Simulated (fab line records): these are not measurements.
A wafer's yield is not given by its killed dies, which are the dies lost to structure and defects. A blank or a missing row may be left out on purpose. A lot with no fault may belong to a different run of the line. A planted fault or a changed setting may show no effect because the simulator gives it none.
One fault seen from 2 desks ; flow nand harc ; each desk holds nothing but its own numbers, with what lay behind them at the end

## METROLOGY DESK
Lot by lot, what the gauges showed, no matter which tool ran the lot: averages of those sampled wafers that carry a number. Any lot whose mean is over 4 standard deviations away from the usual mean is out of limits and marked OUT; that distance is given in the brackets.
Columns: A = thk nm at NHARC_A_BONDPAD_THK_MEAS_30, usual 200.3 nm
lot;first seen here;A
L593;day 18 08:31;202.6
L596;day 19 06:00;199.1
L599;day 19 10:55;202.9
L600;day 19 12:01;201.0
L601;day 20 09:02;200.2
L606;day 21 03:55;199.9
L607;day 21 04:27;199.9
L611;day 22 14:11;199.8
L613;day 23 01:18;200.0
L612;day 23 02:07;200.1
L615;day 23 03:22;199.8
L616;day 23 11:47;200.0
Result from this desk: across the 12 lots, nothing is out of limits.

## AT THE TOOL OWNER'S DESK: rie diel-04
The tool's own readings at NHARC_A_BONDPAD_ETCH_34 (etches the open film in N2/H2, target depth 60 nm, overetch 18 nm, time 65.91 s): means of the sampled wafers that have a number, for each lot that ran on this tool. Any lot whose mean is over 4 standard deviations away from the usual mean is out of limits and marked OUT; that distance is given in the brackets.
Columns: A = drypump motor current A at NHARC_A_BONDPAD_ETCH_34, usual 6.00 A; B = oes product au at NHARC_A_BONDPAD_ETCH_34, usual 1.001 a.u.; C = rf vpp V at NHARC_A_BONDPAD_ETCH_34, usual 430.1 V; D = run length s at NHARC_A_BONDPAD_ETCH_34, usual 87.1 s; E = showerhead plenum p Torr at NHARC_A_BONDPAD_ETCH_34, usual 2.03 Torr; F = throttle valve pct at NHARC_A_BONDPAD_ETCH_34, usual 14.171 %
lot;first seen here;A;B;C;D;E;F
L593;day 18 09:16;5.97;1.000;431.7;87.5;2.08;14.176
L599;day 19 11:50;6.09;0.998;429.9;87.1;2.03;14.163
L601;day 20 09:53;6.04;0.999;430.1;86.9;2.02;14.181
L607;day 21 05:20;6.23;1.001;426.8;86.8;1.94;14.178
L611;day 22 15:02;6.06;1.004;426.1;77.0 (-25) OUT;1.94;14.170
L612;day 23 02:59;6.08;1.002;429.1;77.4 (-24) OUT;1.99;14.175
L616;day 23 12:40;5.96;1.004;432.6;87.2;2.12;14.173
This desk's verdict: out of limits on L611, L612, starting with L611 at day 22 15:02 (run length s at NHARC_A_BONDPAD_ETCH_34). In limits: L593, L599, L601, L607, L616.

## TAKEN TOGETHER
At day 22 15:02, on L611, L612, the tool owner's desk was in a position to raise an alarm.
The metrology desk saw nothing out of limits.
The metrology desk holds a record of L611, L612, inside its limits.
Every lot named ran NHARC_A_BONDPAD_ETCH_34 on rie diel-04.

## WHAT WAS PUT IN BY THE SIMULATOR
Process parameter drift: rie diel-04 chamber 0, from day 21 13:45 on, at NHARC_A_BONDPAD_ETCH_34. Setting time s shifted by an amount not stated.
Lots struck among those shown: L611, L612.
Delay in hours, fault start to first out-of-limits reading, by desk: the tool owner's desk at 25.
